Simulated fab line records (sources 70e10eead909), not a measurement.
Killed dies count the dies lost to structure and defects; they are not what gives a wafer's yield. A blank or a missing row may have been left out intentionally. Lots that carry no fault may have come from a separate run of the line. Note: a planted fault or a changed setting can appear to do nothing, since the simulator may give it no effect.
fab line records | flow nandHarc
[record] lots = 5 wafers = 15 lastDay = 32
route steps=1302 shown P_CONTACT@217 END@1302
lots that met no fault: taken from a fault-free run of the same line
startH: hours from the record's opening day to when the first of the lot's shown wafers began | waitH: hours from the lot's prior step to this one | " the same as in the row above | L1.1+2: one row covering several wafers at once | - either no value or no given start | * or withheld: withheld | < > ~ a bound
route shown NAME@n: NAME is a module with steps in the file, n the number in the route of the first one | usual: mean and standard deviation over wafers with no fault | same: alike in all rows | chamber/n: place in a boat | sites: readings site by site | _std_site: the values' standard deviation | _edge_site: inner sites' mean taken away from outer sites' mean | radiusMm: for every site, how far away it sits from the centre of the wafer | mask NAME#n: copy n | behind: the most recent tool/chamber to have shaped the wafer | hold: what put the lot on hold/how long, in hours/how the hold closed | device: the transistor (n, p or np) that didn't switch | end of line: the same wafers' tests at the end of the route | where a step has no rows: the recipe by itself | killed: count of dies lost to structure and defects at first sort (not the wafer's yield) | map: a wafer's dies, marking killed ones x, the rest . and places with no die _
set.NAME: the run value of the setting; set.NAME@STEP: its run value at that earlier step | model.NAME: the simulator's own value behind a step, which no gauge read
lots seen at some steps along the route; tables by step, rows by wafer
services: a tool's chamber out of use, with start hour (startH, from the record's first day; less than 0 if before it), hours out, and reason
[[steps]]
[step NHARC_P_CONTACT_DEP_30]
[recipe] targetThkA = 300 tempC = 400 targetThkNm = 30 flowSccm = 200 rfW = 450 material = SiNx
[usual] heaterPowerOuterW = 422/61 heaterPowerW = 704/70
// columns lot.wafer tool chamber startH waitH heaterPowerOuterW heaterPowerW
L214.2 pecvd-03 1 119.98 0.1 418 699
L214.4 " 2 " " 416 754
L214.6 " 0 " " 419 722
L218.1 pecvd-03 2 154.80 0.1 429 751
L218.3 " 1 " " 337 575
L218.5 " 1 " " 334 590
L226.2 pecvd-03 1 235.15 0.1 339 597
L226.4 " 1 " " 350 593
L226.5 " 2 " " 378 676
L232.1 pecvd-02 2 299.52 0.1 535 801
L232.5 " 0 " " 358 620
L232.4 " 1 " " 448 728
L236.1 pecvd-02 2 336.61 0.1 513 789
L236.2 " 1 " " 493 770
L236.5 " 1 " " 487 789
[step NHARC_P_CONTACT_DEP_00]
[recipe] targetThkA = 5000 tempC = 400 pressureTorr = 6.5 rfW = 900 teosFlowSccm = 161.4 flowSccm = 2650 targetThkNm = 500 gas = O2 material = SiO2
[step NHARC_P_CONTACT_CMP_01]
[recipe] targetThkNm = 200 material = SiO2
[step NHARC_P_CONTACT_SRD_03]
[step NHARC_P_CONTACT_DEHYDRATE_04]
[recipe] tempC = 150 timeS = 120
[step NHARC_P_CONTACT_HMDS_05]
[recipe] timeS = 30
[step NHARC_P_CONTACT_COAT_33]
[recipe] tempC = 260 timeS = 75
[step NHARC_P_CONTACT_COAT_34]
[recipe] tempC = 225 timeS = 65
[step NHARC_P_CONTACT_COAT_06]
[recipe] spinRpm = 1500 resistThkNm = 90
[step NHARC_P_CONTACT_SOFTBAKE_07]
[recipe] tempC = 105 timeS = 55
[step NHARC_P_CONTACT_EBR_08]
[step NHARC_P_CONTACT_EXPOSE_09]
[recipe] na = 1.35 targetCdNm = 90 doseMj = 81.26 maskId = P_CA
// columns lot.wafer tool chamber startH waitH mask
L214.2+4+6 arfiScanner-01 0 121.31 - P_CA#0
L218.1+3+5 arfiScanner-02 0 156.07 - P_CA#0
L226.2+4+5 arfiScanner-01 0 236.52 - P_CA_R1#0
L232.1+4+5 arfiScanner-02 0 300.84 - P_CA#0
L236.1+2+5 arfiScanner-01 0 337.88 - P_CA#0
[step NHARC_P_CONTACT_PEB_10]
[recipe] pebTempC = 100 pebTimeS = 65
[step NHARC_P_CONTACT_DEVELOP_11]
[recipe] developTimeS = 35 devTempC = 23
[step NHARC_P_CONTACT_CD_MEAS_12]
[recipe] targetCdNm = 90 landingEnergyEv = 500
[usual] cdNm = 90.0/0.46
// columns lot.wafer tool chamber startH waitH hold cdNm
L214.2 cdSem-02 0 121.45 - - 90.4
L214.4 " 0 " " - 90.8
L214.6 " 0 " " - 90.5
L218.1 cdSem-01 0 156.21 - - 89.7
L218.3 " 0 " " - 89.1
L218.5 " 0 " " - 89.7
L226.2 cdSem-02 0 236.65 - awaitDispo/0.2h/release 82.5
L226.4 " 0 " " awaitDispo/0.2h/release 82.2
L226.5 " 0 " " awaitDispo/0.2h/release 82.7
L226.2 cdSem-02 0 - - - 82.6
L226.4 " 0 " " - 82.6
L226.5 " 0 " " - 83.2
L232.1 cdSem-02 0 300.98 - - 89.3
L232.4 " 0 " " - 89.2
L232.5 " 0 " " - 90.1
L236.1 cdSem-03 0 338.02 - - 89.9
L236.2 " 0 " " - 89.4
L236.5 " 0 " " - 89.8
[step NHARC_P_CONTACT_OVL_MEAS_13]
[usual] overlayXNm = 0.1/0.97 overlayYNm = -0.3/0.7
// columns lot.wafer tool chamber startH waitH hold overlayXNm overlayYNm
L214.2 overlay-02 - 121.54 - - 0.0 -0.5
L214.4 " - " " - 0.0 -0.5
L214.6 " - " " - -0.6 -0.5
L218.1 overlay-01 - 156.30 - - 0.1 -0.4
L218.3 " - " " - 0.3 -0.4
L218.5 " - " " - 0.4 -0.1
L226.2 overlay-02 - 238.56 - awaitDispo/1.6h/release 1.2 -1.3
L226.4 " - " " awaitDispo/1.6h/release 1.7 -1.3
L226.5 " - " " awaitDispo/1.6h/release 1.8 -1.1
L232.1 overlay-02 - 301.06 - - 1.0 0.2
L232.4 " - " " - 1.0 0.5
L232.5 " - " " - 0.5 0.1
L236.1 overlay-01 - 338.11 - - -0.5 -0.4
L236.2 " - " " - -0.3 -0.7
L236.5 " - " " - -0.2 -1.3
[step NHARC_P_CONTACT_INSPECT_14]
[usual] rawDefectCount = 4.2/2.6
// columns lot.wafer tool chamber startH waitH rawDefectCount
L214.2 defectInspect-02 - 121.57 0.0 6
L214.4 " - " " 5
L214.6 " - " " 4
L218.1 defectInspect-02 - 156.34 0.0 5
L218.3 " - " " 7
L218.5 " - " " 5
L226.2 defectInspect-01 - 238.59 0.0 3
L226.4 " - " " 0
L226.5 " - " " 3
L232.1 defectInspect-01 - 301.10 0.0 1
L232.4 " - " " 2
L232.5 " - " " 1
L236.1 defectInspect-02 - 338.15 0.0 8
L236.2 " - " " 7
L236.5 " - " " 6
[step NHARC_P_CONTACT_DESCUM_17]
[recipe] timeS = 3 o2FlowSccm = 200 arFlowSccm = 0 biasPowerW = 0 chemistry = O2
[usual] drypumpMotorCurrentA = 5.8/0.52 oesProductAu = 1.000/0.0067 rfVppV = 57.9/1 showerheadPlenumPTorr = 1.93/0.097 throttleValvePct = 11.312/0.01
[same] biasPowerW = 0 timeS = 3
// columns lot.wafer tool chamber startH waitH drypumpMotorCurrentA oesProductAu rfHoursCounterH rfVppV showerheadPlenumPTorr throttleValvePct model.P_CONTACT.cdNm
L214.2 rieDiel-04 1 121.64 0.1 5.1 1.005 3.4 55.7 1.81 11.314 90.72
L214.4 " 2 " " 6.5 1.019 3.2 58.4 2.06 11.304 90.83
L214.6 " 0 " " 4.9 1.009 - 57.9 1.97 11.296 90.49
L218.1 rieDiel-04 3 156.41 0.1 5.6 1.002 3.8 58.5 1.90 11.316 89.31
L218.3 " 1 " " 5.1 0.989 4.6 57.7 1.81 11.314 89.15
L218.5 " 3 " " 5.6 1.004 - 55.9 1.90 11.318 89.49
L226.2 rieDiel-01 0 238.67 0.1 5.9 0.997 0.3 57.9 2.07 11.322 82.47
L226.4 " 1 " " 6.4 1.010 0.3 57.7 1.80 11.308 82.45
L226.5 " 2 " " 6.0 1.000 - 58.7 1.96 11.332 82.36
L232.4 rieDiel-04 0 301.18 0.1 4.9 0.989 3.0 59.6 1.97 11.293 89.43
L232.1 " 1 " " 5.1 1.000 2.0 57.6 1.81 11.321 89.48
L232.5 " 3 " " 5.6 1.001 - 57.3 1.90 11.315 90.22
L236.2 rieDiel-04 3 338.21 0.1 5.6 1.004 4.5 57.9 1.90 11.311 89.58
L236.1 " 1 " " 5.1 1.003 3.5 56.6 1.81 11.303 90.22
L236.5 " 0 " " 4.9 1.006 - 59.8 1.97 11.322 89.61
[step NHARC_P_CONTACT_ETCH_35]
[recipe] targetDepthA = 390 overEtchFrac = 0.3 timeS = 65 ionEnergyEv = 80 cf4FlowSccm = 150 arFlowSccm = 0 rfW = 300 biasW = 100 chemistry = CF4
[usual] drypumpMotorCurrentA = 5.9/0.52 oesProductAu = 0.999/0.007 rfVppV = 151.4/1.4 showerheadPlenumPTorr = 1.78/0.082 throttleValvePct = 13.284/0.01
[same] timeS = 65
// columns lot.wafer tool chamber startH waitH drypumpMotorCurrentA oesProductAu rfHoursCounterH rfVppV showerheadPlenumPTorr throttleValvePct
L214.2 rieDiel-04 3 121.72 0.1 5.6 1.005 2.5 151.4 1.76 13.273
L214.4 " 0 " " 4.9 1.004 2.7 152.7 1.82 13.294
L214.6 " 3 " " 5.6 1.001 - 150.5 1.75 13.270
L218.1 rieDiel-04 1 156.96 0.5 5.1 0.995 4.6 150.3 1.68 13.284
L218.3 " 2 " " 6.5 0.997 4.5 152.9 1.89 13.302
L218.5 " 0 " " 4.9 1.003 - 151.9 1.82 13.294
L226.2 rieDiel-01 2 238.74 0.1 6.0 0.997 0.3 151.1 1.81 13.269
L226.4 " 1 " " 6.4 1.009 0.3 149.3 1.67 13.294
L226.5 " 2 " " 5.9 0.992 - 151.3 1.81 13.264
L232.1 rieDiel-04 2 301.25 0.1 6.5 1.003 3.2 154.5 1.89 13.290
L232.4 " 3 " " 5.6 0.994 3.3 151.3 1.75 13.283
L232.5 " 2 " " 6.5 1.000 - 152.7 1.89 13.293
L236.1 rieDiel-04 2 338.30 0.1 6.5 1.005 4.6 152.0 1.89 13.288
L236.2 " 3 " " 5.6 1.015 4.5 150.4 1.75 13.290
L236.5 " 1 " " 5.1 0.999 - 149.6 1.68 13.284
[step NHARC_P_CONTACT_ETCH_36]
[recipe] targetDepthA = 2600 overEtchFrac = 0.25 timeS = 406.25 ionEnergyEv = 200 n2FlowSccm = 150 h2FlowSccm = 150 arFlowSccm = 0 rfW = 400 biasW = 150 chemistry = N2/H2
[usual] drypumpMotorCurrentA = 5.9/0.53 oesProductAu = 1.000/0.0068 rfVppV = 431.0/2.9 showerheadPlenumPTorr = 2.06/0.11 throttleValvePct = 14.172/0.0088
[same] timeS = 406.25
// columns lot.wafer tool chamber startH waitH drypumpMotorCurrentA oesProductAu rfHoursCounterH rfVppV showerheadPlenumPTorr throttleValvePct
L214.4 rieDiel-04 1 - - 5.1 0.995 3.5 428.2 1.93 14.198
L214.2 " 2 " " 6.5 1.008 3.3 433.8 2.20 14.167
L214.6 " 2 " " 6.5 1.010 - 435.2 2.20 14.185
L218.1 rieDiel-04 1 - - 5.1 1.002 4.7 427.8 1.93 14.173
L218.3 " 2 " " 6.5 0.999 4.6 434.9 2.20 14.180
L218.5 " 1 " " 5.1 0.997 - 427.2 1.93 14.165
L226.2 rieDiel-01 1 - - 6.4 1.009 0.3 426.9 1.91 14.160
L226.4 " 0 " " 5.9 1.002 0.4 435.7 2.21 14.166
L226.5 " 1 " " 6.4 1.011 - 425.9 1.91 14.180
L232.4 rieDiel-04 2 - - 6.5 1.006 3.3 434.1 2.20 14.172
L232.1 " 3 " " 5.6 1.008 3.4 429.6 2.02 14.164
L232.5 " 2 " " 6.5 1.010 - 435.8 2.20 14.169
L236.1 rieDiel-04 1 - - 5.1 0.998 3.6 427.3 1.93 14.166
L236.2 " 2 " " 6.5 1.011 4.6 434.5 2.20 14.165
L236.5 " 0 " " 4.9 1.006 - 433.4 2.10 14.177
[step NHARC_P_CONTACT_ETCH_18]
[recipe] targetDepthA = 4810 timeS = 240.5 c4f8FlowSccm = 20 o2FlowSccm = 10 arFlowSccm = withheld rfW = 600 biasW = 1500 chemistry = C4F8/O2/Ar
[usual] oesProductAu = 0.957/0.021 rfVppV = 979/6.5
[same] timeS = 240.5
// columns lot.wafer tool chamber startH waitH oesProductAu rfHoursCounterH rfVppV
L214.4 rieDiel-04 0 - - 0.961 2.8 982
L214.2 " 1 " " 0.957 3.7 971
L214.6 " 0 " " 0.959 - 981
L218.1 rieDiel-04 3 - - 0.920 4.0 978
L218.3 " 0 " " 0.922 4.2 983
L218.5 " 1 " " 0.923 - 972
L226.2 rieDiel-01 0 - - 0.915 0.4 989
L226.4 " 1 " " 0.932 0.5 970
L226.5 " 3 " " 0.918 - 977
L232.1 rieDiel-04 0 - - 0.984 3.2 983
L232.4 " 3 " " 0.968 3.5 977
L232.5 " 0 " " 0.984 - 982
L236.1 rieDiel-04 0 - - 0.963 4.6 980
L236.2 " 1 " " 0.970 3.7 972
L236.5 " 0 " " 0.964 - 982
[step NHARC_P_CONTACT_STRIP_37]
[recipe] c4f8FlowSccm = withheld o2FlowSccm = 8 arFlowSccm = withheld biasW = 0 chemistry = C4F8/O2/Ar
[step NHARC_P_CONTACT_ETCH_31]
[recipe] targetDepthA = 300 timeS = 85.7 ionEnergyEv = 120 overEtchFrac = 1 ch3fFlowSccm = 50 o2FlowSccm = 30 arFlowSccm = 200 rfW = 500 biasW = 100 chemistry = CH3F/O2
[usual] drypumpMotorCurrentA = 5.8/0.54 oesProductAu = 0.977/0.014 rfVppV = 244.6/1.9 showerheadPlenumPTorr = 2.48/0.13 throttleValvePct = 20.664/0.0093
[same] timeS = 85.7
// columns lot.wafer tool chamber startH waitH drypumpMotorCurrentA oesProductAu rfHoursCounterH rfVppV showerheadPlenumPTorr throttleValvePct model.P_CONTACT.cdNm
L214.4 rieDiel-04 2 - - 6.5 0.996 3.5 246.8 2.64 20.664 89.61
L214.2 " 3 " " 5.6 0.982 2.8 244.5 2.44 20.658 88.52
L214.6 " 1 " " 5.1 0.962 - 242.8 2.33 20.668 89.66
L218.1 rieDiel-04 0 - - 4.9 0.963 4.3 246.6 2.53 20.655 90.26
L218.3 " 1 " " 5.1 0.946 5.0 242.5 2.33 20.663 88.54
L218.5 " 2 " " 6.5 0.973 - 247.3 2.64 20.658 89.03
L226.4 rieDiel-01 3 - - 6.0 0.975 0.6 243.1 2.40 20.659 82.88
L226.2 " 1 " " 6.4 0.967 0.6 243.7 2.32 20.657 84.28
L226.5 " 0 " " 5.9 0.969 - 247.1 2.65 20.674 83.07
L232.4 rieDiel-04 1 - - 5.1 0.990 2.4 242.7 2.33 20.670 90.51
L232.1 " 0 " " 4.9 0.989 3.3 245.0 2.53 20.663 89.42
L232.5 " 1 " " 5.1 0.976 - 242.7 2.33 20.678 89.94
L236.1 rieDiel-04 1 - - 5.1 0.995 3.8 242.4 2.33 20.664 91.21
L236.2 " 2 " " 6.5 0.983 4.8 246.3 2.64 20.660 89.08
L236.5 " 2 " " 6.5 0.979 - 247.2 2.64 20.661 89.42
[step NHARC_P_CONTACT_CD_MEAS_19]
[usual] cdNm = 90.1/1.1
// columns lot.wafer tool chamber startH waitH hold cdNm
L214.2 cdSem-02 - 122.50 - - 88.3
L214.4 " - " " - 89.4
L214.6 " - " " - 90.0
L218.1 cdSem-01 - 157.74 - - 90.1
L218.3 " - " " - 88.3
L218.5 " - " " - 89.3
L226.2 cdSem-01 - 239.53 - awaitDispo/0.2h/release 84.3
L226.4 " - " " awaitDispo/0.2h/release 82.7
L226.5 " - " " awaitDispo/0.2h/release 83.3
L226.2 cdSem-01 - 239.74 0.2 - 84.7
L226.4 " - " " - 82.7
L226.5 " - " " - 83.0
L232.1 cdSem-02 - 302.03 - - 89.2
L232.4 " - " " - 90.9
L232.5 " - " " - 90.0
L236.1 cdSem-02 - 339.08 - - 91.2
L236.2 " - " " - 89.3
L236.5 " - " " - 89.3
[step NHARC_P_CONTACT_STRIP_28]
[recipe] o2FlowSccm = 500 arFlowSccm = 0 biasW = 0 chemistry = O2
[usual] drypumpMotorCurrentA = 5.9/0.48 oesProductAu = 0.997/0.0074 rfVppV = 57.8/0.94 showerheadPlenumPTorr = 3.55/0.17 throttleValvePct = 17.035/0.0098
// columns lot.wafer tool chamber startH waitH hold drypumpMotorCurrentA oesProductAu rfHoursCounterH rfVppV showerheadPlenumPTorr throttleValvePct
L214.4 rieDiel-01 3 122.62 0.1 - 6.1 1.009 2.6 57.7 3.45 17.034
L214.2 " 0 " " - 5.9 0.997 1.8 59.1 3.80 17.040
L214.6 " 1 " " - 6.4 0.994 - 58.1 3.33 17.051
L218.1 rieDiel-01 2 157.81 0.1 - 6.0 1.004 3.6 57.6 3.61 17.029
L218.3 " 3 " " - 6.0 0.994 3.3 57.5 3.45 17.040
L218.5 " 3 " " - 6.0 0.992 - 57.8 3.45 17.043
L226.2 rieDiel-12 3 241.55 1.8 awaitDispo/1.7h/release 6.1 0.983 7.6 57.3 3.30 17.022
L226.4 " 1 " " awaitDispo/1.7h/release 6.2 0.991 8.4 57.9 3.43 17.026
L226.5 " 0 " " awaitDispo/1.7h/release 6.0 0.990 - 58.2 3.77 17.043
L232.1 rieDiel-01 0 302.14 0.1 - 5.9 0.986 2.6 57.3 3.80 17.038
L232.4 " 1 " " - 6.4 0.997 2.6 57.2 3.33 17.033
L232.5 " 2 " " - 6.0 1.000 - 58.4 3.61 17.039
L236.2 rieDiel-12 3 339.16 0.1 - 6.0 1.005 3.4 55.0 3.30 17.025
L236.1 " 2 " " - 6.2 0.993 4.0 56.9 3.65 17.028
L236.5 " 0 " " - 6.0 1.000 - 58.5 3.77 17.039
[step NHARC_END_SORT_01]
[recipe] tempC = 25
[usual] killedAtArray = 57/24 killedAtOther = 0.7/0.94 killedAtPeriphery = 3.8/2.5 killedDies = 62/23 killedOpen = 3.1/1.8 killedShort = 2.5/1.6
[same] grossDies = 677
// columns lot.wafer tool chamber startH waitH killedAtArray killedAtOther killedAtPeriphery killedDies killedOpen killedShort
L226.2 prober-02 0 683.27 2.8 44 0 5 49 3 0
L226.4 prober-02 0 684.88 3.4 38 2 2 42 5 2
L226.5 prober-02 0 685.68 3.7 42 0 4 46 2 1
// killed by level:class
L226.2 A_SLIT:chamberFilmFlake=32 P_CONTACT:chamberFilmFlake=3 A_CHANNEL_HOLE_D1:chamberFilmFlake=3 A_STAIRCASE:chamberFilmFlake=2 A_CONTACT:chamberFilmFlake=2 A_CHANNEL_FILL_D1:geometricParticle:open=1 A_BLC:geometricParticle:open=1 A_M1:geometricParticle:open=1
L226.4 A_SLIT:chamberFilmFlake=19 A_CHANNEL_HOLE_D1:chamberFilmFlake=10 A_CHANNEL_FILL_D2:geometricParticle:open=2 A_STAIRCASE:chamberFilmFlake=2 A_ONON_D1:geometricParticle:open=1 A_WL_FILL:geometricParticle:open=1 A_CONTACT:geometricParticle:short=1 A_M0:geometricParticle:short=1
L226.5 A_SLIT:chamberFilmFlake=32 A_CHANNEL_HOLE_D1:chamberFilmFlake=4 A_STAIRCASE:chamberFilmFlake=3 P_GATE:chamberFilmFlake=2 A_SOURCE_PLATE:geometricParticle:open=1 A_DECK1_JOINT:geometricParticle:short=1 A_CHANNEL_FILL_D2:geometricParticle:open=1 P_CONTACT:chamberFilmFlake=1
[[services]]
// columns tool chamber startH hours kind
rieDiel-12 2 97.84 9.0 repair
rieDiel-04 0 100.87 6.5 repair
rieDiel-01 0 101.95 13.0 repair
pecvd-03 - 102.63 11.5 repair
arfiScanner-02 - 140.00 4.0 pm
rieDiel-01 1 153.58 5.4 repair
rieDiel-12 - 158.20 0.2 repair
arfiScanner-01 - 172.85 0.3 repair
rieDiel-04 - 177.95 9.0 pm
rieDiel-12 0 179.88 7.2 repair
pecvd-03 - 185.00 13.0 pm
rieDiel-01 - 198.60 1.7 repair
rieDiel-04 1 202.27 5.6 repair
rieDiel-04 0 202.63 6.6 repair
rieDiel-01 - 203.95 9.0 pm
rieDiel-04 1 213.65 8.8 repair
pecvd-02 - 227.44 13.0 pm
arfiScanner-01 - 241.34 0.9 repair
arfiScanner-01 - 252.00 4.0 pm
rieDiel-04 1 262.72 10.7 repair
rieDiel-04 3 263.05 1.7 repair
rieDiel-12 - 268.40 9.0 pm
pecvd-02 0 276.65 2.2 repair
pecvd-03 - 296.03 4.8 repair
[[key]]
[firstSign] step = NHARC_P_CONTACT_EXPOSE_09 reading = mask direction = changed
[effect] step = NHARC_P_CONTACT_CD_MEAS_12 reading = visit direction = added
[effect] step = NHARC_P_CONTACT_CD_MEAS_12 reading = cdNm direction = down sigmas = 16 usual = 90.0 struck = 82.5
[effect] step = NHARC_P_CONTACT_CD_MEAS_19 reading = visit direction = added
[effect] step = NHARC_P_CONTACT_CD_MEAS_19 reading = cdNm direction = down sigmas = 5.8 usual = 90.1 struck = 83.4
[modelEffect] step = NHARC_P_CONTACT_DESCUM_17 value = P_CONTACT.cdNm without = 90.15 struck = 82.43
[modelEffect] step = NHARC_P_CONTACT_ETCH_31 value = P_CONTACT.cdNm without = 91.15 struck = 83.41
metAt NHARC_P_CONTACT_EXPOSE_09
struckWafers L226.2,L226.4,L226.5
testerLeftOut L226
onsetBetween 121.31 236.52
[fault] kind = wrongMask tool = any chamber = - onsetH = 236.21 steps = NHARC_P_CONTACT_EXPOSE_09 auxCopy = P_CA_R1#0 cdOffsetNm = -7.7217 scope = struckLotsOnly
// testerLeftOut: of these lots the tester's yield and bins aren't shown, on N5 and GAA mostly nor the transistor test; their killed dies are dies lost to structure and defects alone, not to doping, threshold or leakage, so they don't give the yield
